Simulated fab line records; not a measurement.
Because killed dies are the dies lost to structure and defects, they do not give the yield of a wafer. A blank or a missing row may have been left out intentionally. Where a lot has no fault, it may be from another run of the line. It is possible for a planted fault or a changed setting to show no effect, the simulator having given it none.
fab line records	flow nand_harc
record lots=12	wafers=36	last_day=24
route steps=1159 shown A_CHANNEL_FILL_D1@492 END@1159
lots with no fault: from the same line, run without faults
start_h: hours from the record's first day to the start of the lot's first wafer shown	wait_h: hours since the lot's step before	" unchanged from the row above	L1.1+2: several wafers, shown together as one row	- no value, or no start given	* or withheld: withheld	< > ~ a bound
route shown NAME@n: a module of which the file shows steps, and the number in the route of the first	usual: mean/standard deviation of fault-free wafers	same: alike in all rows	chamber/n: place in a boat	sites: each site's reading	_std_site: standard deviation across them	_edge_site: inner sites' mean taken away from outer sites' mean	radius_mm: for every site, how far away it sits from the centre of the wafer	mask NAME#n: copy n	behind: the most recent tool/chamber to have shaped the wafer	hold: reason for holding the lot/hours on hold/outcome of the hold	device: whichever transistor did not switch (one of n, p or np)	end of line: at the end of the route, the tests of the same wafers	for a step that has no rows: nothing shown but its recipe	killed: not the wafer's yield, but the dies lost to structure and defects at the first sort	map: per-die view of a wafer (x killed, . not killed, _ where there is no die)
set.NAME: setting as actually run; set.NAME@STEP: the setting as run at that earlier step	model.NAME: the simulator's own value behind a step, which no gauge read
route steps across a sampled set of lots; one table per step, one row per wafer
services: a tool's chamber out of use, with start hour (start_h, from the record's first day; less than 0 if before it), hours out, and reason
## steps
# step NHARC_A_CHANNEL_FILL_D1_ALD_02
# recipe target_thk_a=60	pulse_time_s=10	ald_cycles=60	temp_c=300	material=SiO2
# usual heater_power_w=475/34	precursor_pulse_height_rel=1.000/0.019
lot.wafer	tool	chamber	start_h	wait_h	heater_power_w	precursor_pulse_height_rel
L883.3	ald_hk-01	2	195.89	-	445	1.029
L883.1	"	0	"	"	428	1.005
L883.6	"	3	"	"	431	1.028
L882.3	ald_hk-03	3	200.09	-	516	0.970
L882.1	"	0	"	"	490	0.982
L882.6	"	2	"	"	462	1.017
L885.4	ald_hk-01	0	211.35	-	440	1.007
L885.2	"	1	"	"	534	1.020
L885.6	"	1	"	"	524	0.997
L886.1	ald_hk-03	1	211.74	-	478	0.997
L886.6	"	2	"	"	480	0.999
L886.5	"	3	"	"	514	1.016
L884.2	ald_hk-03	0	215.59	-	495	1.008
L884.4	"	2	"	"	475	1.005
L884.6	"	3	"	"	507	1.008
L888.2	ald_hk-03	3	230.96	0.1	497	0.989
L888.4	"	0	"	"	487	1.022
L888.6	"	0	"	"	507	1.022
L892.4	ald_hk-04	1	258.17	-	487	0.972
L892.1	"	2	"	"	484	0.980
L892.2	"	3	"	"	458	1.012
L893.3	ald_hk-01	2	258.55	-	467	1.030
L893.2	"	3	"	"	450	1.029
L893.6	"	3	"	"	446	0.991
L897.1	ald_hk-03	2	284.36	-	471	0.984
L897.3	"	3	"	"	515	1.026
L897.6	"	2	"	"	459	1.002
L899.2	ald_hk-03	1	295.18	-	478	0.997
L899.3	"	3	"	"	511	1.012
L899.6	"	1	"	"	471	1.029
L900.3	ald_hk-04	2	300.12	-	490	1.005
L900.5	"	1	"	"	495	0.962
L900.6	"	2	"	"	494	1.011
L902.1	ald_hk-04	0	313.26	-	426	0.982
L902.2	"	1	"	"	481	0.971
L902.4	"	3	"	"	459	1.022
# step NHARC_A_CHANNEL_FILL_D1_ALD_25
# recipe target_thk_a=600	pulse_time_s=10	ald_cycles=600	temp_c=300	material=SiOx
# usual heater_power_w=483/39	precursor_pulse_height_rel=1.000/0.02
lot.wafer	tool	chamber	start_h	wait_h	heater_power_w	precursor_pulse_height_rel
L883.1	ald_hk-03	1	234.35	0.1	474	0.986
L883.3	"	3	235.58	1.3	519	0.998
L883.6	"	2	237.44	3.1	460	0.972
L882.3	ald_hk-01	2	241.66	2.5	479	1.019
L882.1	"	3	242.89	3.8	448	0.996
L882.6	"	0	244.13	5.0	446	1.012
L885.2	ald_hk-04	2	248.00	0.7	472	1.010
L885.4	"	3	"	"	461	0.995
L885.6	"	2	250.47	3.1	493	1.004
L886.1	ald_hk-03	1	248.58	1.3	463	0.998
L886.5	"	3	249.80	2.5	514	0.980
L886.6	"	0	"	"	500	0.954
L884.2	ald_hk-01	1	253.07	0.1	588	0.987
L884.4	"	3	254.32	1.3	450	0.983
L884.6	"	2	256.18	3.2	478	0.970
L888.2	ald_hk-04	2	267.38	0.1	493	1.020
L888.4	"	1	269.23	1.9	504	1.020
L888.6	"	3	270.46	3.1	467	1.003
L892.1	ald_hk-01	0	295.46	0.1	453	0.997
L892.2	"	1	"	"	583	1.025
L892.4	"	2	"	"	480	0.993
L893.2	ald_hk-03	3	296.23	0.8	527	0.999
L893.3	"	0	"	"	495	1.025
L893.6	"	3	298.70	3.3	530	1.008
L897.1	ald_hk-01	0	321.53	0.7	458	1.001
L897.3	"	2	322.78	1.9	493	0.994
L897.6	"	0	324.02	3.2	448	1.035
L899.2	ald_hk-01	3	331.61	0.1	457	1.005
L899.3	"	1	332.83	1.3	579	0.972
L899.6	"	3	334.05	2.5	459	0.980
L900.3	ald_hk-04	3	339.82	0.1	458	0.975
L900.6	"	3	342.30	2.5	470	1.045
L900.5	"	0	"	"	425	0.993
L902.2	ald_hk-03	2	351.09	0.7	479	1.006
L902.4	"	3	"	"	502	1.020
L902.1	"	0	"	"	495	0.994
# step NHARC_A_CHANNEL_FILL_D1_ETCHBACK_08
# recipe target_depth_a=2200	time_s=110	c4f8_flow_sccm=20	ar_flow_sccm=withheld	rf_w=600	bias_w=300	chemistry=C4F8
# usual oes_product_au=0.96/0.036	rf_vpp_V=441.9/1.9
lot.wafer	tool	chamber	start_h	wait_h	oes_product_au	rf_hours_counter_h	rf_vpp_V
L883.1	rie_diel-12	3	-	-	0.93	2	440.5
L883.3	"	1	"	"	0.91	1	439.3
L883.6	"	3	"	"	0.92	-	440.2
L882.1	rie_diel-12	0	-	-	1.01	2	444.3
L882.3	"	1	"	"	1.00	2	441.5
L882.6	"	1	"	"	1.00	-	442.0
L886.1	rie_diel-06	3	-	-	1.00	0	444.4
L886.5	"	2	"	"	1.01	-	441.1
L886.6	"	3	"	"	1.00	-	443.3
L885.2	rie_diel-12	0	-	-	1.01	2	444.9
L885.4	"	2	"	"	1.01	2	440.1
L885.6	"	0	"	"	1.00	-	442.1
L884.2	rie_diel-06	3	-	-	1.01	0	442.5
L884.4	"	2	"	"	1.00	0	442.4
L884.6	"	0	"	"	0.99	-	444.8
L888.2	rie_diel-12	0	-	-	0.99	3	445.5
L888.4	"	2	"	"	1.00	-	440.7
L888.6	"	3	"	"	1.00	-	441.4
L892.1	rie_diel-12	2	-	-	1.01	3	441.6
L892.2	"	1	"	"	1.01	3	440.8
L892.4	"	2	"	"	1.00	-	440.3
L893.3	rie_diel-06	0	-	-	0.93	1	444.4
L893.2	"	1	"	"	0.93	1	439.3
L893.6	"	3	"	"	0.94	-	443.5
L897.1	rie_diel-12	3	-	-	0.93	4	440.1
L897.3	"	0	"	"	0.93	5	444.1
L897.6	"	1	"	"	0.91	-	440.4
L899.2	rie_diel-12	3	-	-	0.93	5	442.9
L899.3	"	0	"	"	0.92	5	443.7
L899.6	"	2	"	"	0.91	-	441.8
L900.3	rie_diel-06	1	-	-	0.99	2	440.1
L900.6	"	0	"	"	1.01	-	444.1
L900.5	"	1	"	"	0.99	-	438.6
L902.4	rie_diel-06	0	-	-	0.93	2	443.2
L902.1	"	2	"	"	0.94	2	441.2
L902.2	"	3	"	"	0.93	3	442.9
# step NHARC_A_CHANNEL_FILL_D1_STRIP_29
# recipe time_s=20	o2_flow_sccm=500	ar_flow_sccm=0	bias_w=0	chemistry=O2
# usual bias_w=0/0	chamber_pressure_mTorr=60.00/0.058	drypump_motor_current_A=6.0/0.4	mfc_ar_sccm=0.013/0.015	oes_product_au=1.003/0.0076	rf_vpp_V=57.8/0.82	showerhead_plenum_p_Torr=3.59/0.1	throttle_valve_pct=17.036/0.0087
lot.wafer	tool	chamber	start_h	wait_h	bias_w	chamber_pressure_mTorr	drypump_motor_current_A	mfc_ar_sccm	oes_product_au	rf_hours_counter_h	rf_vpp_V	showerhead_plenum_p_Torr	throttle_valve_pct
L883.1	rie_diel-12	0	240.06	-	0	60.00	6.3	0	1.000	2	57.5	3.74	17.038
L883.3	"	2	"	"	0	60.05	6.4	0.036	1.012	2	57.5	3.53	17.042
L883.6	"	3	"	"	0	59.91	5.5	0	1.010	-	58.0	3.53	17.034
L882.1	rie_diel-12	0	248.59	-	0	59.97	6.3	0	1.005	2	58.3	3.74	17.021
L882.3	"	1	"	"	0	59.98	5.6	0.003	0.994	2	57.9	3.54	17.034
L882.6	"	0	"	"	0	60.01	6.3	0	1.008	-	57.9	3.74	17.026
L886.1	rie_diel-06	1	253.03	-	0	60.03	6.3	0.019	0.995	0	56.5	3.42	17.035
L886.5	"	2	"	"	0	60.03	5.6	0.033	1.011	-	58.2	3.55	17.050
L886.6	"	3	"	"	0	60.04	5.9	0.009	1.015	-	59.2	3.66	17.038
L885.4	rie_diel-12	2	253.09	-	0	59.99	6.5	0.036	1.005	2	57.5	3.53	17.021
L885.2	"	3	"	"	0	59.97	5.5	0	0.997	2	58.2	3.53	17.025
L885.6	"	2	"	"	0	59.93	6.4	0.036	1.008	-	57.2	3.53	17.034
L884.4	rie_diel-06	1	258.80	-	0	59.93	6.3	0.019	0.988	0	56.6	3.42	17.038
L884.2	"	2	"	"	0	59.97	5.5	0.033	1.004	0	58.3	3.55	17.030
L884.6	"	1	"	"	0	60.06	6.3	0.019	0.983	-	57.5	3.42	17.045
L888.2	rie_diel-12	2	273.12	0.2	0	59.98	6.5	0.036	1.009	3	57.7	3.53	17.027
L888.4	"	3	"	"	0	59.96	5.5	0	1.014	-	57.3	3.53	17.042
L888.6	"	0	"	"	0	59.99	6.3	0	1.005	-	57.5	3.73	17.039
L892.1	rie_diel-12	1	301.18	0.2	-	-	-	-	-	-	-	-	-
L892.2	"	0	"	"	-	-	-	-	-	-	-	-	-
L892.4	"	1	"	"	-	-	-	-	-	-	-	-	-
L893.3	rie_diel-06	3	301.33	-	-	-	-	-	-	-	-	-	-
L893.2	"	0	"	"	-	-	-	-	-	-	-	-	-
L893.6	"	2	"	"	-	-	-	-	-	-	-	-	-
L897.3	rie_diel-12	0	326.65	-	0	60.07	6.3	0	1.009	5	58.5	3.73	17.039
L897.1	"	1	"	"	0	60.02	5.6	0.003	0.994	5	58.9	3.54	17.033
L897.6	"	3	"	"	0	59.96	5.5	0	1.009	-	56.3	3.53	17.050
L899.2	rie_diel-12	2	337.27	-	0	59.90	6.4	0.036	0.996	5	59.0	3.53	17.046
L899.3	"	3	"	"	0	59.89	5.5	0	1.012	5	58.1	3.53	17.037
L899.6	"	2	"	"	0	59.97	6.5	0.036	0.998	-	57.7	3.53	17.026
L900.3	rie_diel-06	0	345.55	-	0	60.07	6.5	0	0.995	2	58.2	3.77	17.031
L900.6	"	0	"	"	0	60.07	6.5	0	0.997	-	59.5	3.77	17.029
L900.5	"	1	"	"	0	60.13	6.3	0.019	0.997	-	56.6	3.42	17.030
L902.2	rie_diel-06	3	356.18	-	0	60.08	5.8	0.009	1.006	3	58.9	3.66	17.040
L902.1	"	0	"	"	0	60.08	6.5	0	1.002	3	57.7	3.77	17.042
L902.4	"	2	"	"	0	60.02	5.5	0.033	1.005	2	59.7	3.55	17.042
# step NHARC_END_SORT_01
# recipe temp_c=25
# usual killed_at_array=26/9.9	killed_at_other=0.8/1	killed_at_periphery=2.8/2.2	killed_dies=29/9.9	killed_open=3.2/1.8	killed_short=2.1/1.4
# same gross_dies=677
lot.wafer	tool	chamber	start_h	wait_h	killed_at_array	killed_at_other	killed_at_periphery	killed_dies	killed_open	killed_short
L883.1	prober-01	0	451.70	2.5	9	0	1	10	0	3
L883.3	prober-01	0	453.34	3.1	10	0	0	10	1	1
L883.6	prober-01	0	455.79	4.1	13	0	2	15	4	3
L882.1	prober-02	0	471.42	2.5	24	1	0	25	2	1
L882.3	prober-02	0	473.03	3.1	31	0	4	35	6	2
L882.6	prober-02	0	475.44	4.0	25	0	3	28	4	0
L884.2	prober-01	0	472.17	2.8	19	1	5	25	4	3
L884.4	prober-01	0	473.78	3.4	20	4	0	24	1	1
L884.6	prober-01	0	475.40	4.0	22	1	0	23	0	1
L886.1	prober-01	0	480.99	2.5	23	1	2	26	5	2
L886.5	prober-01	0	484.19	3.7	14	1	3	18	3	4
L886.6	prober-01	0	484.99	4.0	27	0	2	29	3	4
L885.2	prober-02	0	489.50	2.8	16	0	4	20	5	0
L885.4	prober-02	0	491.10	3.4	12	0	1	13	4	1
L885.6	prober-02	0	492.71	4.0	15	1	3	19	6	4
L888.2	prober-01	0	491.08	2.8	48	0	2	50	3	3
L888.4	prober-01	0	492.68	3.4	42	1	2	45	3	0
L888.6	prober-01	0	494.28	4.0	35	1	4	40	2	5
L892.1	prober-02	0	517.46	2.5	26	0	7	33	4	2
L892.2	prober-02	0	518.25	2.8	26	1	8	35	8	1
L892.4	prober-02	0	519.85	3.4	23	1	5	29	4	1
L893.2	prober-01	0	520.74	2.8	35	1	3	39	4	3
L893.3	prober-01	0	521.54	3.1	36	0	2	38	2	1
L893.6	prober-01	0	523.94	4.0	35	0	2	37	4	1
L897.1	prober-01	0	540.71	2.5	33	2	3	38	1	2
L897.3	prober-01	0	542.29	3.1	39	2	5	46	8	4
L897.6	prober-01	0	544.66	4.0	41	1	3	45	5	0
L899.2	prober-01	0	552.13	2.8	29	2	3	34	5	2
L899.3	prober-01	0	552.93	3.1	12	1	1	14	3	3
L899.6	prober-01	0	555.34	4.0	12	1	1	14	1	1
L900.3	prober-01	0	567.41	3.1	41	0	3	44	5	2
L900.5	prober-01	0	569.02	3.7	49	1	0	50	3	3
L900.6	prober-01	0	569.82	4.0	44	0	2	46	0	3
L902.1	prober-01	0	573.59	2.5	13	2	3	18	2	1
L902.2	prober-01	0	574.38	2.8	15	0	6	21	1	3
L902.4	prober-01	0	575.97	3.4	18	0	5	23	3	1
# killed by level:class
L883.1 A_CONTACT:chamber_film_flake=3 A_CHANNEL_HOLE_D1:chamber_film_flake=2 P_GATE:geometric_particle:short=1 A_ONON_D1:geometric_particle:short=1 A_CHANNEL_FILL_D1:geometric_particle:short=1 A_SLIT:chamber_film_flake=1 A_WL_FILL:chamber_film_flake=1
L883.3 A_CHANNEL_HOLE_D1:chamber_film_flake=2 A_CHANNEL_FILL_D1:chamber_film_flake=2 A_CONTACT:chamber_film_flake=2 A_WL_FILL:geometric_particle:short=1 A_CONTACT:geometric_particle:open=1 A_SLIT:chamber_film_flake=1 A_WL_FILL:chamber_film_flake=1
L883.6 P_M0:geometric_particle:open=2 A_CHANNEL_HOLE_D1:chamber_film_flake=2 A_CONTACT:chamber_film_flake=2 A_SOURCE_PLATE:geometric_particle:short=1 A_CHANNEL_FILL_D1:geometric_particle:open=1 A_CHANNEL_FILL_D1:geometric_particle:short=1 A_M1:geometric_particle:open=1 A_M1:geometric_particle:short=1
L882.1 A_SLIT:chamber_film_flake=8 A_STAIRCASE:chamber_film_flake=5 A_CONTACT:chamber_film_flake=4 A_BONDPAD:chamber_film_flake=3 A_ONON_D1:geometric_particle:open=1 A_CONTACT:geometric_particle:short=1 A_M0:geometric_particle:open=1 A_CHANNEL_HOLE_D1:chamber_film_flake=1
L884.2 A_SLIT:chamber_film_flake=5 A_BONDPAD:chamber_film_flake=4 A_CHANNEL_HOLE_D1:chamber_film_flake=3 P_M1:chamber_film_flake=2 P_M0:geometric_particle:open=1 P_M1:geometric_particle:open=1 A_ONON_D1:geometric_particle:short=1 A_CHANNEL_FILL_D1:geometric_particle:open=1
L882.3 A_SLIT:chamber_film_flake=11 A_BONDPAD:chamber_film_flake=5 A_STAIRCASE:chamber_film_flake=3 A_CONTACT:geometric_particle:open=2 P_GATE:chamber_film_flake=2 A_CHANNEL_HOLE_D1:chamber_film_flake=2 A_CONTACT:chamber_film_flake=2 P_GATE:geometric_particle:open=1
L884.4 A_SLIT:chamber_film_flake=7 THIN_TSV:chamber_film_flake=4 A_STAIRCASE:chamber_film_flake=3 A_CHANNEL_HOLE_D1:chamber_film_flake=2 A_CONTACT:chamber_film_flake=2 A_CHANNEL_FILL_D1:geometric_particle:short=1 A_M1:geometric_particle:open=1 A_ZERO_WELL:chamber_film_flake=1
L884.6 A_SLIT:chamber_film_flake=9 A_CHANNEL_HOLE_D1:chamber_film_flake=4 A_STAIRCASE:chamber_film_flake=4 A_BONDPAD:chamber_film_flake=2 A_SOURCE_PLATE:geometric_particle:short=1 A_ZERO_WELL:chamber_film_flake=1 A_CONTACT:chamber_film_flake=1 THIN_TSV:chamber_film_flake=1
L882.6 A_SLIT:chamber_film_flake=9 A_CHANNEL_HOLE_D1:chamber_film_flake=3 A_CONTACT:chamber_film_flake=3 A_M1:chamber_film_flake=3 P_GATE:chamber_film_flake=2 A_BONDPAD:chamber_film_flake=2 P_M0:geometric_particle:open=1 A_ONON_D1:geometric_particle:open=1
L886.1 A_CHANNEL_HOLE_D1:chamber_film_flake=12 A_CONTACT:chamber_film_flake=4 P_CONTACT:geometric_particle:open=2 A_STAIRCASE:chamber_film_flake=2 A_ONON_D1:geometric_particle:open=1 A_CONTACT:geometric_particle:short=1 A_CONTACT:geometric_particle:open=1 A_M0:geometric_particle:open=1
L886.5 A_CHANNEL_HOLE_D1:chamber_film_flake=8 A_CONTACT:chamber_film_flake=2 P_STI:geometric_particle:short=1 P_CONTACT:geometric_particle:short=1 P_CONTACT:geometric_particle:open=1 A_CHANNEL_FILL_D1:geometric_particle:short=1 A_BLC:geometric_particle:short=1 A_M0:geometric_particle:open=1
L886.6 A_CHANNEL_HOLE_D1:chamber_film_flake=8 A_STAIRCASE:chamber_film_flake=6 A_CONTACT:chamber_film_flake=6 A_CHANNEL_FILL_D1:geometric_particle:short=2 P_M0:geometric_particle:short=1 A_CHANNEL_FILL_D1:geometric_particle:open=1 A_SGD_CUT:geometric_particle:short=1 A_WL_FILL:geometric_particle:open=1
L885.2 P_ZERO_WELL:chamber_film_flake=4 A_CHANNEL_HOLE_D1:chamber_film_flake=4 A_M1:chamber_film_flake=3 A_CONTACT:geometric_particle:open=2 A_STAIRCASE:chamber_film_flake=2 A_CHANNEL_FILL_D1:geometric_particle:open=1 A_WL_FILL:geometric_particle:open=1 A_M0:geometric_particle:open=1
L888.2 A_CHANNEL_HOLE_D1:chamber_film_flake=18 A_SLIT:chamber_film_flake=15 A_STAIRCASE:chamber_film_flake=8 A_CONTACT:chamber_film_flake=3 P_GATE:geometric_particle:short=1 P_CONTACT:geometric_particle:open=1 A_CHANNEL_HOLE_D1:geometric_particle:short=1 A_SGD_CUT:geometric_particle:open=1
L885.4 A_CHANNEL_HOLE_D1:chamber_film_flake=3 A_STAIRCASE:chamber_film_flake=2 A_CHANNEL_HOLE_D1:geometric_particle:open=1 A_CHANNEL_FILL_D1:geometric_particle:short=1 A_CONTACT:geometric_particle:open=1 A_BLC:geometric_particle:open=1 A_M1:geometric_particle:open=1 P_ZERO_WELL:chamber_film_flake=1
L888.4 A_CHANNEL_HOLE_D1:chamber_film_flake=18 A_SLIT:chamber_film_flake=13 A_STAIRCASE:chamber_film_flake=5 P_STI:chamber_film_flake=2 A_CONTACT:chamber_film_flake=2 A_ONON_D1:geometric_particle:open=1 A_WL_FILL:geometric_particle:open=1 STARTING-WAFER:geometric_particle:open=1
L885.6 A_STAIRCASE:chamber_film_flake=5 A_WL_FILL:geometric_particle:short=2 A_CONTACT:geometric_particle:open=2 P_CONTACT:geometric_particle:open=1 P_M0:geometric_particle:open=1 A_CHANNEL_FILL_D1:geometric_particle:short=1 A_SGD_CUT:geometric_particle:open=1 A_CONTACT:geometric_particle:short=1
L888.6 A_CHANNEL_HOLE_D1:chamber_film_flake=14 A_SLIT:chamber_film_flake=11 A_ONON_D1:geometric_particle:short=2 P_ZERO_WELL:chamber_film_flake=2 A_CONTACT:chamber_film_flake=2 P_GATE:geometric_particle:short=1 P_CONTACT:geometric_particle:open=1 A_CHANNEL_FILL_D1:geometric_particle:short=1
L892.1 A_STAIRCASE:chamber_film_flake=7 A_SLIT:chamber_film_flake=5 A_M1:chamber_film_flake=5 A_CHANNEL_HOLE_D1:chamber_film_flake=4 P_CONTACT:geometric_particle:open=3 P_ZERO_WELL:chamber_film_flake=2 A_CONTACT:chamber_film_flake=2 P_CONTACT:geometric_particle:short=1
L892.2 A_STAIRCASE:chamber_film_flake=10 A_CHANNEL_HOLE_D1:chamber_film_flake=5 A_SLIT:chamber_film_flake=4 P_GATE:geometric_particle:open=2 P_ZERO_WELL:chamber_film_flake=2 P_STI:chamber_film_flake=2 A_M1:chamber_film_flake=2 P_M0:geometric_particle:open=1
L892.4 A_STAIRCASE:chamber_film_flake=8 A_CHANNEL_HOLE_D1:chamber_film_flake=4 A_SLIT:chamber_film_flake=4 P_STI:chamber_film_flake=3 A_CONTACT:chamber_film_flake=2 P_M1:geometric_particle:open=1 P_M2:geometric_particle:short=1 A_SGD_CUT:geometric_particle:open=1
L893.2 A_CHANNEL_HOLE_D1:chamber_film_flake=17 A_STAIRCASE:chamber_film_flake=10 A_CONTACT:chamber_film_flake=3 A_SGD_CUT:geometric_particle:short=2 P_M0:geometric_particle:open=1 A_SOURCE_PLATE:geometric_particle:short=1 A_CHANNEL_FILL_D1:geometric_particle:open=1 A_WL_FILL:geometric_particle:open=1
L893.3 A_CHANNEL_HOLE_D1:chamber_film_flake=17 A_STAIRCASE:chamber_film_flake=12 A_CONTACT:chamber_film_flake=4 P_M1:geometric_particle:open=1 A_WL_FILL:geometric_particle:short=1 A_CONTACT:geometric_particle:open=1 P_GATE:chamber_film_flake=1 A_WL_FILL:chamber_film_flake=1
L893.6 A_CHANNEL_HOLE_D1:chamber_film_flake=19 A_CONTACT:chamber_film_flake=6 A_STAIRCASE:chamber_film_flake=5 P_GATE:chamber_film_flake=2 A_ONON_D1:geometric_particle:open=1 A_CHANNEL_FILL_D1:geometric_particle:open=1 A_WL_FILL:geometric_particle:short=1 A_CONTACT:geometric_particle:open=1
L897.1 A_SLIT:chamber_film_flake=14 A_CHANNEL_HOLE_D1:chamber_film_flake=11 A_CONTACT:chamber_film_flake=5 THIN_TSV:chamber_film_flake=2 P_STI:geometric_particle:short=1 A_ONON_D1:geometric_particle:open=1 A_CHANNEL_FILL_D1:geometric_particle:short=1 P_STI:chamber_film_flake=1
L897.3 A_CHANNEL_HOLE_D1:chamber_film_flake=14 A_SLIT:chamber_film_flake=10 A_CONTACT:chamber_film_flake=5 P_M0:geometric_particle:open=2 A_ONON_D1:geometric_particle:open=2 A_WL_FILL:geometric_particle:short=2 A_STAIRCASE:chamber_film_flake=2 P_GATE:geometric_particle:open=1
L897.6 A_SLIT:chamber_film_flake=16 A_CHANNEL_HOLE_D1:chamber_film_flake=15 A_STAIRCASE:chamber_film_flake=3 A_M0:geometric_particle:open=2 A_WL_FILL:chamber_film_flake=2 P_M0:geometric_particle:open=1 A_CHANNEL_FILL_D1:geometric_particle:open=1 A_WL_FILL:geometric_particle:open=1
L899.2 A_CONTACT:chamber_film_flake=13 A_CHANNEL_HOLE_D1:chamber_film_flake=6 A_CONTACT:geometric_particle:open=2 P_STI:chamber_film_flake=2 A_WL_FILL:chamber_film_flake=2 THIN_TSV:chamber_film_flake=2 A_ONON_D1:geometric_particle:open=1 A_SGD_CUT:geometric_particle:open=1
L899.3 A_CHANNEL_HOLE_D1:chamber_film_flake=3 A_CONTACT:chamber_film_flake=2 A_SOURCE_PLATE:geometric_particle:short=1 A_ONON_D1:geometric_particle:open=1 A_CHANNEL_HOLE_D1:geometric_particle:open=1 A_SGD_CUT:geometric_particle:short=1 A_WL_FILL:geometric_particle:short=1 A_CONTACT:geometric_particle:open=1
L899.6 A_CONTACT:chamber_film_flake=5 A_WL_FILL:chamber_film_flake=3 A_SGD_CUT:geometric_particle:open=1 A_CONTACT:geometric_particle:short=1 P_STI:chamber_film_flake=1 A_CHANNEL_HOLE_D1:chamber_film_flake=1 A_STAIRCASE:chamber_film_flake=1 THIN_TSV:chamber_film_flake=1
L900.3 A_CHANNEL_HOLE_D1:chamber_film_flake=19 A_SLIT:chamber_film_flake=9 A_WL_FILL:chamber_film_flake=5 A_CONTACT:chamber_film_flake=3 A_CONTACT:geometric_particle:open=2 P_CONTACT:geometric_particle:open=1 P_M0:geometric_particle:open=1 A_ONON_D1:geometric_particle:short=1
L900.5 A_CHANNEL_HOLE_D1:chamber_film_flake=21 A_SLIT:chamber_film_flake=14 A_WL_FILL:chamber_film_flake=4 A_CONTACT:chamber_film_flake=4 A_CHANNEL_FILL_D1:geometric_particle:open=2 A_ONON_D1:geometric_particle:open=1 A_CHANNEL_FILL_D1:geometric_particle:short=1 A_SGD_CUT:geometric_particle:short=1
L900.6 A_SLIT:chamber_film_flake=20 A_CHANNEL_HOLE_D1:chamber_film_flake=14 A_WL_FILL:chamber_film_flake=4 A_CONTACT:chamber_film_flake=4 P_M1:geometric_particle:short=1 A_ONON_D1:geometric_particle:short=1 A_CHANNEL_FILL_D1:geometric_particle:short=1 P_M0:chamber_film_flake=1
L902.1 A_CHANNEL_HOLE_D1:chamber_film_flake=5 A_STAIRCASE:chamber_film_flake=3 P_M1:chamber_film_flake=2 THIN_TSV:chamber_film_flake=2 A_CONTACT:chamber_film_flake=2 P_CONTACT:geometric_particle:open=1 A_WL_FILL:geometric_particle:short=1 A_CONTACT:geometric_particle:open=1
L902.2 P_M1:chamber_film_flake=5 A_CHANNEL_HOLE_D1:chamber_film_flake=5 A_CONTACT:chamber_film_flake=4 A_STAIRCASE:chamber_film_flake=3 A_WL_FILL:geometric_particle:short=2 P_GATE:geometric_particle:open=1 A_M0:geometric_particle:short=1
L902.4 A_CHANNEL_HOLE_D1:chamber_film_flake=6 P_M1:chamber_film_flake=4 A_STAIRCASE:chamber_film_flake=4 A_CONTACT:chamber_film_flake=4 A_CONTACT:geometric_particle:open=2 P_ZERO_WELL:geometric_particle:short=1 A_M0:geometric_particle:open=1 A_M0:chamber_film_flake=1
## services
tool	chamber	start_h	hours	kind
rie_diel-12	3	178.82	2.8	repair
rie_diel-12	0	181.40	-	clean
rie_diel-12	1	181.40	-	clean
rie_diel-12	2	181.40	-	clean
ald_hk-04	-	186.50	10.0	pm
rie_diel-06	2	194.81	6.5	repair
rie_diel-12	-	202.40	9.0	pm
rie_diel-12	0	202.40	9.0	vent_cycle
rie_diel-12	1	202.40	9.0	vent_cycle
rie_diel-12	2	202.40	9.0	vent_cycle
rie_diel-12	3	202.40	9.0	vent_cycle
ald_hk-03	-	202.82	0.7	repair
rie_diel-06	2	206.64	23.1	repair
ald_hk-03	-	207.81	2.2	repair
rie_diel-06	0	223.64	2.7	repair
ald_hk-01	-	228.21	10.0	pm
rie_diel-06	-	241.20	9.0	pm
ald_hk-01	-	247.75	0.8	repair
rie_diel-12	3	250.63	1.8	repair
rie_diel-12	1	271.24	2.0	repair
rie_diel-12	3	299.50	2.8	repair
rie_diel-12	1	311.33	6.4	repair
rie_diel-06	0	322.14	11.1	repair
rie_diel-06	2	338.58	5.9	repair
## key
first_sign step=NHARC_A_CHANNEL_FILL_D1_STRIP_29	reading=tool_record	direction=missing
effect none on later readings
met_at NHARC_A_CHANNEL_FILL_D1_STRIP_29
struck_lots L892,L893
tester_left_out L892,L893
not_acting_at NHARC_A_CHANNEL_FILL_D1_ALD_02,NHARC_A_CHANNEL_FILL_D1_ALD_25,NHARC_A_CHANNEL_FILL_D1_ETCHBACK_08
onset_between 273.12 301.18
fault kind=skipped_step_whole	tool=rie_diel-06,rie_diel-12	chamber=-	onset_h=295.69	steps=NHARC_A_CHANNEL_FILL_D1_STRIP_29	scope=struck_lots_only
# tester_left_out: of these lots the tester's yield and bins aren't shown, on N5 and GAA mostly nor the transistor test; their killed dies are dies lost to structure and defects alone, not to doping, threshold or leakage, so they don't give the yield
